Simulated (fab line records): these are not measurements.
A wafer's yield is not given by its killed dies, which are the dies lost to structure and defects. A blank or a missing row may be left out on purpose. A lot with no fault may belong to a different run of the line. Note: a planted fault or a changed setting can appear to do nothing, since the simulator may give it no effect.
Struck lot and sound lot, side by side || flow n5_finfet || 38 steps out of a route of 1938
Sound: wafers L724.2, L724.4, L724.5. Struck: wafer L728.6. (L728.1, L728.4 of the same lot were not struck and are left out.) The cause comes at the end.
At each step with rows: each side's tool, then ch and its chambers, then its first start. Under that, the readings that differ: sound wafers || struck wafers || difference of the means || sigmas: that difference in standard deviations of wafers without a fault.
alike: a reading whose means differ by less than 2 such deviations, as well as words and numbers matching on both sides. not compared: withheld readings; readings where some wafer has no value; bounds like >300 that might hide an equal value; numbers whose values overlap and for which the record gives no deviation.
The two part at a step that has a row with sigmas, a row that says differs or no value, or rows on one side only. When numbers do not overlap yet have no deviation, they are printed without sigmas and do not part them. A reading missing from all wafers of one side parts the sides only when that side holds two or more wafers.

first, 8 steps without rows for these wafers: N5_MOL_CONTACT_COAG_PRECLEAN_138 (cleans in alkaline clean, time 60 s); N5_MOL_CONTACT_COAG_SRD_139 (time 30 s); N5_MOL_CONTACT_COAG_PRE_CLEAN_121; N5_MOL_CONTACT_COAG_CVD_140 (deposits W, target thk 66.5 nm, time 215 s); N5_MOL_CONTACT_COAG_PRECLEAN_127 (cleans in DIW, time 57.5 s); N5_MOL_CONTACT_COAG_SRD_128 (dry time 32 s); N5_MOL_CONTACT_COAG_CMP_52 (polishes, stops on SiO2, t overpolish 1.5 s, target thk 66.5 nm); N5_MOL_CONTACT_COAG_ANNEAL_112 (time 1800 s).
N5_BEOL_M0_SAQP_PECVD_00: deposits SiCN from 3MS/NH3, target thk 8 nm, time 14 s.
  sound on pecvd-02 ch 0,1,2, day 6 03:30; struck on pecvd-02 ch 0, day 7 04:26
  alike: showerhead_plenum_p_Torr, throttle_valve_pct
then, 25 steps without rows for these wafers: N5_BEOL_M0_SAQP_ILD_DEP_01 (deposits SiOC from DEMS/O2, target thk 45.419 nm, time 8.7 s); N5_BEOL_M0_SAQP_HM_DEP_02 (deposits TiN, target thk 12 nm); N5_BEOL_M0_SAQP_PECVD_03 (deposits SiCN from 3MS/NH3, target thk 12 nm, time 21.1 s); N5_BEOL_M0_SAQP_PECVD_96 (deposits a-Si from SiH4/He, target thk 45 nm, time 45.2 s); N5_BEOL_M0_SAQP_PECVD_97 (deposits SiNx from SiH4/NH3/N2, target thk 23 nm, time 19.9 s); N5_BEOL_M0_SAQP_PECVD_04 (deposits a-Si from SiH4/He, target thk 60 nm, time 60.2 s); N5_BEOL_M0_SAQP_HM_DEP_111 (deposits SiO2 from SiH4/N2O, target thk 12 nm, time 7.2 s); N5_BEOL_M0_SAQP_COAT_81 (time 60 s, resist thk 100 nm); N5_BEOL_M0_SAQP_COAT_82 (time 60 s, resist thk 30 nm); N5_BEOL_M0_SAQP_COAT_08 (resist thk 90 nm); N5_BEOL_M0_SAQP_EBR_10; N5_BEOL_M0_SAQP_SOFTBAKE_09 (time 60 s); N5_BEOL_M0_SAQP_EXPOSE_11 (exposes mask M0 CORE, target cd 42 nm); N5_BEOL_M0_SAQP_PEB_12 (peb time 60 s); N5_BEOL_M0_SAQP_DEVELOP_13 (develop time 30 s); N5_BEOL_M0_SAQP_DESCUM_19 (chemistry O2, time 7.9 s); N5_BEOL_M0_SAQP_ETCH_83 (etches SiARC in CF4, target depth 39 nm, time 65 s); N5_BEOL_M0_SAQP_ETCH_84 (etches SOC in N2/H2, target depth 100 nm, overetch 20 nm, time 150 s); N5_BEOL_M0_SAQP_STRIP_80 (strips in N2/H2); N5_BEOL_M0_SAQP_HM_OPEN_112 (chemistry CHF3/O2, target SiO2, stops on a-Si, target depth 12 nm, time 13.5 s); N5_BEOL_M0_SAQP_STRIP_113 (strips in CHF3/O2); N5_BEOL_M0_SAQP_MANDREL_ETCH_20 (etches a-Si in HBr/Cl2, stops on SiNx, target depth 60 nm, bt time 10 s, time 30 s); N5_BEOL_M0_SAQP_STRIP_86 (strips in N2/H2); N5_BEOL_M0_SAQP_STRIP_115 (strips in post etch residue remover, time 60 s); N5_BEOL_M0_SAQP_SRD_93 (time 30 s).
N5_BEOL_M0_SAQP_INSPECT_42: inspects for defects (brightfield).
  sound on defect_inspect-02 at day 6 10:28; struck on defect_inspect-01 at day 7 11:53
{"reading": "raw_defect_count", "sound": "172 280 368", "struck": 874, "difference": "+601", "sigmas": "+6"}
N5_BEOL_M0_CUTY_INSPECT_59: inspects for defects (macro).
  sound on defect_inspect-02 at day 6 11:56; struck on defect_inspect-02 at day 7 13:16
{"reading": "raw_defect_count", "sound": "3 0 4", "struck": ">300", "difference": "differs", "sigmas": ""}
N5_BEOL_M4_RC_MEAS_101:
  sound on prober-01 ch 0, day 9 05:19; struck on prober-02 ch 0, day 9 11:20
  alike: DIBL_N, DIBL_P, IOFF_N, IOFF_P, ION_N, ION_P, SS_N, SS_P, VT_N, VT_P
-- a jump in the record: the struck wafers' starts before and after are 4 days apart (it breaks off in module BEOL_M4 and resumes in module PASSIVATION, where the first step shown is number 1936 of the route) --
N5_PASSIVATION_PROBE_49:
  sound on prober-02 at day 13 18:36; struck on prober-01 at day 13 18:31
{"reading": "defect_limited_yield (%)", "sound": 90.0, "struck": 82.3, "difference": -7.7, "sigmas": -5}
{"reading": "killed_at_M0_to_M3", "sound": 33, "struck": 149, "difference": "+116", "sigmas": "+11"}
{"reading": "killed_dies", "sound": 118, "struck": 209, "difference": "+91", "sigmas": "+5"}
{"reading": "sort_bin_5_function (%)", "sound": 5.7, "struck": 11.4, "difference": "+5.7", "sigmas": "+6"}
{"reading": "sort_n_pass", "sound": 1062, "struck": 971, "difference": -91, "sigmas": -5}
{"reading": "sort_yield_pct (%)", "sound": 90.0, "struck": 82.3, "difference": -7.7, "sigmas": -5}
  alike: killed_at_M4_up, killed_at_contacts, killed_at_front_end, killed_at_other, killed_open, killed_short, sort_bin_6_memory

== WHERE THEY PART ==
First at N5_BEOL_M0_SAQP_INSPECT_42; last, within this record, at N5_PASSIVATION_PROBE_49.

WHY: what the simulator had put in
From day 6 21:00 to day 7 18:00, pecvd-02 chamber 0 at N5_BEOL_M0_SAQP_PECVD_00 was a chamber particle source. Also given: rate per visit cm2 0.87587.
